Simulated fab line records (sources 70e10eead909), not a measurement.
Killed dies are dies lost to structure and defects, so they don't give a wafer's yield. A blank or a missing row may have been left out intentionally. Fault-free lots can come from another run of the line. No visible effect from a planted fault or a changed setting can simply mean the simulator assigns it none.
The tool behind it: which one?	flow nand harc	24 lots with 72 wafers sampled at 6 steps, on a route of 1302 steps

WHAT THE GAUGES SHOWED, per wafer
No reading from a measuring or inspecting step in the record can be judged against a usual standard deviation.

WHICH TOOL RAN EACH LOT (tool, then ch and the chambers of the sampled wafers, then the start)
lot	NHARC_A_STAIRCASE_ETCH_15	NHARC_A_STAIRCASE_TRIM_18	NHARC_A_STAIRCASE_ETCH_25	NHARC_A_STAIRCASE_ETCH_188	NHARC_A_STAIRCASE_TRIM_193	NHARC_A_STAIRCASE_TRIM_200
L074	rie diel-10 ch 0,2,3, no start	rie diel-10 ch 1,2,3, no start	rie diel-01 ch 0,2,3, no start	rie diel-10 ch 1,2,3, no start	rie diel-10 ch 0,1, no start	rie diel-10 ch 0,1, no start
L075	rie diel-10 ch 0,1,3, no start	rie diel-10 ch 0,2,3, no start	rie diel-01 ch 1,2,3, no start	rie diel-01 ch 0,2,3, no start	rie diel-01 ch 0,1,2, no start	rie diel-06 ch 0,1,3, no start
L076	rie diel-06 ch 0,1, no start	rie diel-06 ch 0,3, no start	rie diel-06 ch 1,2,3, no start	rie diel-10 ch 0,2,3, no start	rie diel-10 ch 0,2, no start	rie diel-06 ch 1,3, no start
L077	rie diel-06 ch 0,1,3, no start	rie diel-06 ch 0,1,2, no start	rie diel-10 ch 0,1,3, no start	rie diel-06 ch 0,1, no start	rie diel-06 ch 2,3, no start	rie diel-10 ch 1,2,3, no start
L082	rie diel-10 ch 0,2, no start	rie diel-10 ch 2,3, no start	rie diel-01 ch 0,1,2, no start	rie diel-10 ch 1,2, no start	rie diel-10 ch 2,3, no start	rie diel-06 ch 0,1,2, no start
L078	rie diel-01 ch 0,1,3, no start	rie diel-01 ch 0,2,3, no start	rie diel-01 ch 0,1,3, no start	rie diel-10 ch 0,2,3, no start	rie diel-10 ch 2,3, no start	rie diel-10 ch 0,1, no start
L081	rie diel-06 ch 0,1,2, no start	rie diel-06 ch 1,2, no start	rie diel-06 ch 1,2,3, no start	rie diel-10 ch 2,3, no start	rie diel-10 ch 0,1, no start	rie diel-01 ch 1,3, no start
L084	rie diel-10 ch 0,2, no start	rie diel-10 ch 1,2,3, no start	rie diel-06 ch 1,2, no start	rie diel-01 ch 0,2, no start	rie diel-01 ch 0,1, no start	rie diel-06 ch 1,2, no start
L083	rie diel-10 ch 0,1,2, no start	rie diel-10 ch 0,2,3, no start	rie diel-10 ch 0,1,3, no start	rie diel-10 ch 0,1,3, no start	rie diel-10 ch 0,1,2, no start	rie diel-10 ch 1,2,3, no start
L080	rie diel-06 ch 0,1,3, no start	rie diel-06 ch 0,2,3, no start	rie diel-06 ch 1,3, no start	rie diel-06 ch 0,3, no start	rie diel-06 ch 0,1, no start	rie diel-06 ch 0,1,2, no start
L079	rie diel-10 ch 2,3, no start	rie diel-10 ch 2,3, no start	rie diel-10 ch 2,3, no start	rie diel-01 ch 0,1,3, no start	rie diel-01 ch 0,1,2, no start	rie diel-10 ch 0,2, no start
L086	rie diel-01 ch 1,2,3, no start	rie diel-01 ch 0,1,3, no start	rie diel-10 ch 1,2,3, no start	rie diel-10 ch 0,1,2, no start	rie diel-10 ch 0,1,3, no start	rie diel-06 ch 0,2,3, no start
L085	rie diel-10 ch 0,1,2, no start	rie diel-10 ch 0,1,2, no start	rie diel-10 ch 0,3, no start	rie diel-01 ch 0,1,2, no start	rie diel-01 ch 0,2,3, no start	rie diel-10 ch 2,3, no start
L088	rie diel-10 ch 0,1,3, no start	rie diel-10 ch 0,2,3, no start	rie diel-01 ch 0,1,2, no start	rie diel-06 ch 0,2,3, no start	rie diel-06 ch 0,3, no start	rie diel-01 ch 0,1,3, no start
L087	rie diel-01 ch 0,1,2, no start	rie diel-01 ch 0,1,2, no start	rie diel-01 ch 0,1,2, no start	rie diel-10 ch 0,1,2, no start	rie diel-10 ch 0,2,3, no start	rie diel-06 ch 0,3, no start
L089	rie diel-01 ch 0,2,3, no start	rie diel-01 ch 2,3, no start	rie diel-06 ch 1,2,3, no start	rie diel-06 ch 0,2,3, no start	rie diel-06 ch 0,1,3, no start	rie diel-06 ch 0,3, no start
L090	rie diel-06 ch 1,2,3, no start	rie diel-06 ch 1,2,3, no start	rie diel-06 ch 0,2, no start	rie diel-10 ch 0,1, no start	rie diel-10 ch 0,1,2, no start	rie diel-10 ch 0,1,3, no start
L091	rie diel-06 ch 1,2,3, no start	rie diel-06 ch 2,3, no start	rie diel-06 ch 0,1,3, no start	rie diel-06 ch 0,1, no start	rie diel-06 ch 0,2,3, no start	rie diel-01 ch 0,1,2, no start
L092	rie diel-06 ch 0,1,2, no start	rie diel-06 ch 0,2,3, no start	rie diel-06 ch 1,2,3, no start	rie diel-06 ch 1,2,3, no start	rie diel-06 ch 2,3, no start	rie diel-01 ch 0,1, no start
L093	rie diel-10 ch 1,2,3, no start	rie diel-10 ch 0,1,3, no start	rie diel-06 ch 1,2, no start	rie diel-01 ch 0,1,3, no start	rie diel-01 ch 0,1,2, no start	rie diel-06 ch 0,3, no start
L094	rie diel-10 ch 0,1,2, no start	rie diel-10 ch 0,1,3, no start	rie diel-10 ch 0,1,3, no start	rie diel-06 ch 1,2,3, no start	rie diel-06 ch 0,1,2, no start	rie diel-06 ch 1,2,3, no start
L096	rie diel-01 ch 2,3, no start	rie diel-01 ch 0,1,3, no start	rie diel-01 ch 0,1,2, no start	rie diel-01 ch 2,3, no start	rie diel-01 ch 0,2,3, no start	rie diel-06 ch 1,2, no start
L095	rie diel-10 ch 1,2,3, no start	rie diel-10 ch 0,1, no start	rie diel-01 ch 0,1,3, no start	rie diel-10 ch 0,3, no start	rie diel-10 ch 0,1, no start	rie diel-10 ch 0,1,3, no start
L097	rie diel-01 ch 0,1, no start	rie diel-01 ch 0,1,2, no start	rie diel-06 ch 0,1,2, no start	rie diel-10 ch 1,2, no start	rie diel-10 ch 0,2,3, no start	rie diel-06 ch 0,1,2, no start
- NHARC_A_STAIRCASE_ETCH_15: etches the open film in C4F8/O2, target depth 100 nm, time 40.5 s.
- NHARC_A_STAIRCASE_TRIM_18: chemistry O2, time 211.2 s.
- NHARC_A_STAIRCASE_ETCH_25: etches the open film in C4F8/O2, target depth 100 nm, time 40.5 s.
- NHARC_A_STAIRCASE_ETCH_188: etches the open film in C4F8/O2, target depth 100 nm, time 40.5 s.
- NHARC_A_STAIRCASE_TRIM_193: chemistry O2, time 211.2 s.
- NHARC_A_STAIRCASE_TRIM_200: chemistry O2, time 211.2 s.

AS READ BY THE TOOLS THEMSELVES (means over the sampled wafers that have a number; for cases with no such wafer, the mark the record gives instead)
NHARC_A_STAIRCASE_ETCH_15. Usual: oes product au 0.944 a.u., standard deviation 0.013; rf vpp V 893 V, standard deviation 4.6.
lot	tool	oes product au (a.u.)	rf vpp V (V)	flag
L074	rie diel-10	0.962	894	
L075	rie diel-10	0.948	895	
L076	rie diel-06	0.946	893	
L077	rie diel-06	0.940	894	
L082	rie diel-10	0.956	892	
L078	rie diel-01	0.955	894	
L081	rie diel-06	0.941	893	
L084	rie diel-10	0.949	891	
L083	rie diel-10	0.948	890	
L080	rie diel-06	0.934	894	
L079	rie diel-10	0.933	898	
L086	rie diel-01	0.927	893	
L085	rie diel-10	0.955	891	
L088	rie diel-10	0.945	894	
L087	rie diel-01	0.953	894	
L089	rie diel-01	0.953	896	
L090	rie diel-06	0.938	895	
L091	rie diel-06	0.932	893	
L092	rie diel-06	0.934	893	
L093	rie diel-10	0.950	893	
L094	rie diel-10	0.956	890	
L096	rie diel-01	0.945	893	
L095	rie diel-10	0.954	892	
L097	rie diel-01	0.936	896	

NHARC_A_STAIRCASE_TRIM_18. Usual: drypump motor current A 5.7 A, standard deviation 0.57; oes product au 1.002 a.u., standard deviation 0.0087; rf vpp V 57.6 V, standard deviation 0.84; showerhead plenum p Torr 3.45 Torr, standard deviation 0.12; throttle valve pct 17.035 %, standard deviation 0.0084.
lot	tool	drypump motor current A (A)	oes product au (a.u.)	rf vpp V (V)	showerhead plenum p Torr (Torr)	throttle valve pct (%)	flag
L074	rie diel-10	5.5	1.006	56.8	3.48	17.034	
L075	rie diel-10	5.3	1.006	58.2	3.51	17.032	
L076	rie diel-06	5.9	0.994	57.8	3.47	17.030	
L077	rie diel-06	6.3	0.998	57.7	3.45	17.036	
L082	rie diel-10	5.2	1.007	57.6	3.48	17.040	
L078	rie diel-01	5.9	1.006	57.8	3.53	17.036	
L081	rie diel-06	6.0	0.994	58.7	3.49	17.048	
L084	rie diel-10	5.5	1.009	57.8	3.46	17.045	
L083	rie diel-10	5.3	1.004	57.6	3.50	17.037	
L080	rie diel-06	6.1	0.991	57.4	3.41	17.027	
L079	rie diel-10	5.3	1.008	57.8	3.59	17.030	
L086	rie diel-01	6.4	1.000	57.1	3.48	17.035	
L085	rie diel-10	5.4	1.008	57.8	3.36	17.037	
L088	rie diel-10	5.3	1.014	57.7	3.50	17.038	
L087	rie diel-01	5.9	1.006	58.1	3.48	17.038	
L089	rie diel-01	5.2	1.006	57.5	3.46	17.045	
L090	rie diel-06	5.9	0.992	58.1	3.45	17.048	
L091	rie diel-06	5.7	1.002	57.3	3.37	17.040	
L092	rie diel-06	6.0	0.996	56.9	3.40	17.036	
L093	rie diel-10	5.5	1.006	57.5	3.47	17.024	
L094	rie diel-10	5.6	1.004	57.5	3.47	17.030	
L096	rie diel-01	6.4	0.998	58.1	3.46	17.032	
L095	rie diel-10	5.7	1.003	56.9	3.33	17.033	
L097	rie diel-01	6.0	1.003	57.3	3.46	17.032	

NHARC_A_STAIRCASE_ETCH_25. Usual: oes product au 0.944 a.u., standard deviation 0.012; rf vpp V 893 V, standard deviation 4.2.
lot	tool	oes product au (a.u.)	rf vpp V (V)	flag
L074	rie diel-01	0.940	896	
L075	rie diel-01	0.943	893	
L076	rie diel-06	0.938	894	
L077	rie diel-10	0.961	893	
L082	rie diel-01	0.947	894	
L078	rie diel-01	0.952	894	
L081	rie diel-06	0.940	893	
L084	rie diel-06	0.945	894	
L083	rie diel-10	0.938	894	
L080	rie diel-06	0.937	894	
L079	rie diel-10	0.942	898	
L086	rie diel-10	0.954	893	
L085	rie diel-10	0.946	900	
L088	rie diel-01	0.939	895	
L087	rie diel-01	0.950	895	
L089	rie diel-06	0.924	894	
L090	rie diel-06	0.939	891	
L091	rie diel-06	0.955	894	
L092	rie diel-06	0.938	892	
L093	rie diel-06	0.947	894	
L094	rie diel-10	0.951	893	
L096	rie diel-01	0.938	894	
L095	rie diel-01	0.940	893	
L097	rie diel-06	0.955	892	

NHARC_A_STAIRCASE_ETCH_188. Usual: oes product au 0.944 a.u., standard deviation 0.013; rf vpp V 893 V, standard deviation 4.5.
lot	tool	oes product au (a.u.)	rf vpp V (V)	flag
L074	rie diel-10	0.958	893	
L075	rie diel-01	0.950	896	
L076	rie diel-10	0.931	895	
L077	rie diel-06	0.944	896	
L082	rie diel-10	0.930	889	
L078	rie diel-10	0.962	894	
L081	rie diel-10	0.947	893	
L084	rie diel-01	0.955	895	
L083	rie diel-10	0.947	895	
L080	rie diel-06	0.932	893	
L079	rie diel-01	0.939	894	
L086	rie diel-10	0.929	889	
L085	rie diel-01	0.931	895	
L088	rie diel-06	0.935	892	
L087	rie diel-10	0.931	890	
L089	rie diel-06	0.947	892	
L090	rie diel-10	0.956	888	
L091	rie diel-06	0.950	895	
L092	rie diel-06	0.940	893	
L093	rie diel-01	0.951	894	
L094	rie diel-06	0.942	892	
L096	rie diel-01	0.934	893	
L095	rie diel-10	0.960	895	
L097	rie diel-10	0.949	887	

NHARC_A_STAIRCASE_TRIM_193. Usual: drypump motor current A 5.8 A, standard deviation 0.57; oes product au 1.001 a.u., standard deviation 0.0096; rf vpp V 57.6 V, standard deviation 0.95; showerhead plenum p Torr 3.45 Torr, standard deviation 0.12; throttle valve pct 17.037 %, standard deviation 0.0093.
lot	tool	drypump motor current A (A)	oes product au (a.u.)	rf vpp V (V)	showerhead plenum p Torr (Torr)	throttle valve pct (%)	flag
L074	rie diel-10	5.5	1.004	57.6	3.39	17.030	
L075	rie diel-01	6.0	0.997	58.7	3.50	17.030	
L076	rie diel-10	5.2	1.007	56.2	3.41	17.037	
L077	rie diel-06	5.6	1.001	58.0	3.44	17.037	
L082	rie diel-10	5.3	0.998	58.0	3.60	17.037	
L078	rie diel-10	5.2	1.013	57.6	3.48	17.031	
L081	rie diel-10	5.7	0.998	56.6	3.35	17.043	
L084	rie diel-01	6.5	1.000	57.1	3.45	17.033	
L083	rie diel-10	5.4	1.000	57.7	3.37	17.043	
L080	rie diel-06	6.3	0.982	57.8	3.51	17.023	
L079	rie diel-01	5.9	1.008	57.0	3.48	17.037	
L086	rie diel-10	5.5	0.999	57.6	3.48	17.033	
L085	rie diel-01	5.9	1.000	58.1	3.52	17.047	
L088	rie diel-06	5.9	0.990	57.9	3.45	17.032	
L087	rie diel-10	5.3	1.003	57.9	3.49	17.041	
L089	rie diel-06	6.2	0.996	57.7	3.48	17.038	
L090	rie diel-10	5.5	1.006	57.7	3.36	17.034	
L091	rie diel-06	6.1	0.999	56.8	3.40	17.037	
L092	rie diel-06	5.6	0.987	58.3	3.41	17.039	
L093	rie diel-01	6.0	1.002	58.2	3.47	17.039	
L094	rie diel-06	6.3	1.007	56.6	3.42	17.037	
L096	rie diel-01	5.9	0.991	58.9	3.50	17.041	
L095	rie diel-10	5.5	1.011	56.7	3.37	17.037	
L097	rie diel-10	5.3	1.007	58.1	3.48	17.044	

NHARC_A_STAIRCASE_TRIM_200. Usual: drypump motor current A 5.9 A, standard deviation 0.56; oes product au 1.001 a.u., standard deviation 0.011; rf vpp V 57.7 V, standard deviation 0.9; showerhead plenum p Torr 3.45 Torr, standard deviation 0.11; throttle valve pct 17.035 %, standard deviation 0.0081.
lot	tool	drypump motor current A (A)	oes product au (a.u.)	rf vpp V (V)	showerhead plenum p Torr (Torr)	throttle valve pct (%)	flag
L074	rie diel-10	5.5	1.006	57.6	3.39	17.032	
L075	rie diel-06	6.1	0.993	58.3	3.50	17.036	
L076	rie diel-06	6.0	1.006	58.7	3.54	17.035	
L077	rie diel-10	5.5	1.009	58.2	3.47	17.032	
L082	rie diel-06	6.3	0.991	58.0	3.44	17.039	
L078	rie diel-10	5.6	1.003	57.3	3.35	17.032	
L081	rie diel-01	6.3	0.999	58.3	3.43	17.039	
L084	rie diel-06	6.0	0.998	57.3	3.48	17.029	
L083	rie diel-10	5.4	1.004	57.6	3.46	17.034	
L080	rie diel-06	6.3	0.990	57.6	3.44	17.032	
L079	rie diel-10	5.3	1.010	58.0	3.40	17.032	
L086	rie diel-06	6.0	0.986	57.5	3.41	17.041	
L085	rie diel-10	5.2	1.020	57.3	3.47	17.032	
L088	rie diel-01	6.4	1.006	57.2	3.48	17.027	
L087	rie diel-06	5.9	0.987	56.6	3.45	17.035	
L089	rie diel-06	5.9	0.990	57.7	3.45	17.040	
L090	rie diel-10	5.5	1.007	57.6	3.47	17.031	
L091	rie diel-01	6.0	1.007	56.4	3.47	17.031	
L092	rie diel-01	6.6	1.011	58.7	3.53	17.040	
L093	rie diel-06	5.9	0.993	57.5	3.44	17.037	
L094	rie diel-06	5.9	0.993	57.6	3.44	17.031	
L096	rie diel-06	6.0	0.996	57.7	3.38	17.030	
L095	rie diel-10	5.6	1.024	57.4	3.46	17.039	
L097	rie diel-06	6.3	0.993	56.8	3.41	17.028	

THE ANSWER, worked out from the rows above alone
Rule: a lot is off if the mean of its wafers that have a number lies more than 3 standard deviations from the usual mean. A lot without any number at a reading at which 4 lots or more have one is off too. Where the step has rows for the other lots, those lots are counted as sound. First the gauges in route order, then the tools' own readings, where a lot's mean is used as printed above. At the first step where some lot is off, the reading lying furthest off is the one used; lots without a number count as furthest.
No lot is off at any reading shown: from this, nothing can be told.

WHAT WAS PUT IN BY THE SIMULATOR
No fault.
